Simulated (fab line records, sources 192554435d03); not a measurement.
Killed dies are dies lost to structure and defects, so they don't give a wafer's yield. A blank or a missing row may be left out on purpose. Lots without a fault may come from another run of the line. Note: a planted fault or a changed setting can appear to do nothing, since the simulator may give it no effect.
Struck lot and sound lot, side by side | flow n5-finfet | 16 steps out of a route of 1938
Sound: these wafers, L315.2, L315.3, L315.5. Struck: wafers L312.4, L312.5, L312.6. Last of all comes the cause.
For every step that has rows: the tool of each side, followed by ch and its chambers, followed by its first start. Under that, the readings that differ: sound wafers | struck wafers | difference of the means | sigmas: that difference in standard deviations of wafers without a fault.
alike: same words and numbers on both sides, and readings whose means sit less than 2 such deviations apart. not compared: any withheld reading, any reading some wafer has no value for, any bound like >300 that may hide the same value, and any number with overlapping values for which the record gives no deviation.
Wherever a step has rows on one side only, a row that says differs or no value, or a row with sigmas, the two part there. Numbers that have no deviation but don't overlap get no sigmas and don't part them. Lack of a reading on every wafer of one side parts them only where that side has two or more wafers.

first, 4 steps without rows for these wafers: N5_BEOL_M4_HM_STRIP_39 (strips TiN in peroxide tin strip, target depth 25 nm, time 158 s); N5_BEOL_M4_SRD_40 (time 30 s); N5_BEOL_M4_PRECLEAN_42 (cleans in residue remover, time 60 s); N5_BEOL_M4_SRD_43 (time 30 s).
N5_BEOL_M4_CD_MEAS_35: target cd 18 nm, target cd y 22.4 nm.
  sound on cd-sem-01 at day 13 03:17; struck on cd-sem-02 at day 12 23:25
  alike: cd-nm
N5_BEOL_M4_DEGAS_44: time 60 s.
  sound on pvd-sputter-01 at day 13 04:21; struck on pvd-sputter-02 at day 12 23:38
  alike: heater-power-w
N5_BEOL_M4_PRE_CLEAN_45: time 30 s.
  sound on pvd-sputter-01 at day 13 04:23; struck on pvd-sputter-02 at day 12 23:41
  alike: heater-power-w
N5_BEOL_M4_ALD_84: deposits TaN, pulse time 2 s, purge time 3 s, co reactant purge time 2 s.
  sound on ald-metal-02 ch 0,2, day 13 04:27; struck on ald-metal-02 ch 0,3, day 12 23:50
  alike: chamber-pressure-Torr, heater-power-w
then, 2 steps without rows for these wafers: N5_BEOL_M4_SURFACE_TREAT_85; N5_BEOL_M4_CVD_47 (deposits Co from CCTBA/H2, target thk 3 nm, time 223.8 s).
N5_BEOL_M4_SPUTTER_48: material Cu, target thk 4.5 nm, time 8.29 s.
  sound on pvd-sputter-01 at day 13 05:15; struck on pvd-sputter-01 at day 13 02:19
  alike: chamber-pressure-pa, chuck-gas-flow-sccm, throttle-valve-pct
N5_BEOL_M4_ANNEAL_49: time 240 s.
  sound on pvd-sputter-01 at day 13 05:20; struck on pvd-sputter-01 at day 13 02:23
  alike: heater-power-w
N5_BEOL_M4_SPUTTER_79: material Cu, target thk 4.5 nm, time 8.29 s.
  sound on pvd-sputter-01 at day 13 05:28; struck on pvd-sputter-01 at day 13 02:32
  no value came back on the struck wafers for chamber-pressure-pa (Pa), chuck-gas-flow-sccm (sccm), throttle-valve-pct (%); on the sound wafers chamber-pressure-pa (Pa) reads 0.07011 0.07005 0.0699
then, 1 step without rows for these wafers: N5_BEOL_M4_ANNEAL_80 (time 240 s).
N5_BEOL_M4_RC_MEAS_101:
  sound on prober-02 ch 0, day 13 08:22; struck on prober-02 ch 0, day 13 05:45
  alike: DIBL_N, DIBL_P, IOFF_N, IOFF_P, ION_N, ION_P, SS_N, SS_P, VT_N, VT_P
-- here the record skips 4 days between the struck wafers' starts before and after, leaving off in module BEOL_M4 and picking up in module PASSIVATION (first step shown: number 1936 of the route) --
N5_PASSIVATION_PROBE_49:
  sound on prober-01 at day 17 20:33; struck on prober-01 at day 17 10:46
  reading         | sound | struck | difference | sigmas
  killed-at-other | 0 1 0 | 3 7 10 | +6         | +2
  alike: defect-limited-yield, killed_at_M0_to_M3, killed_at_M4_up, killed-at-contacts, killed-at-front-end, killed-dies, killed-open, killed-short, sort_bin_5_function, sort_bin_6_memory, sort-n-pass, sort-yield-pct

## WHERE THEY PART
At N5_BEOL_M4_SPUTTER_79 first; at N5_PASSIVATION_PROBE_49 last (within this record only).

WHY: what the simulator had put in
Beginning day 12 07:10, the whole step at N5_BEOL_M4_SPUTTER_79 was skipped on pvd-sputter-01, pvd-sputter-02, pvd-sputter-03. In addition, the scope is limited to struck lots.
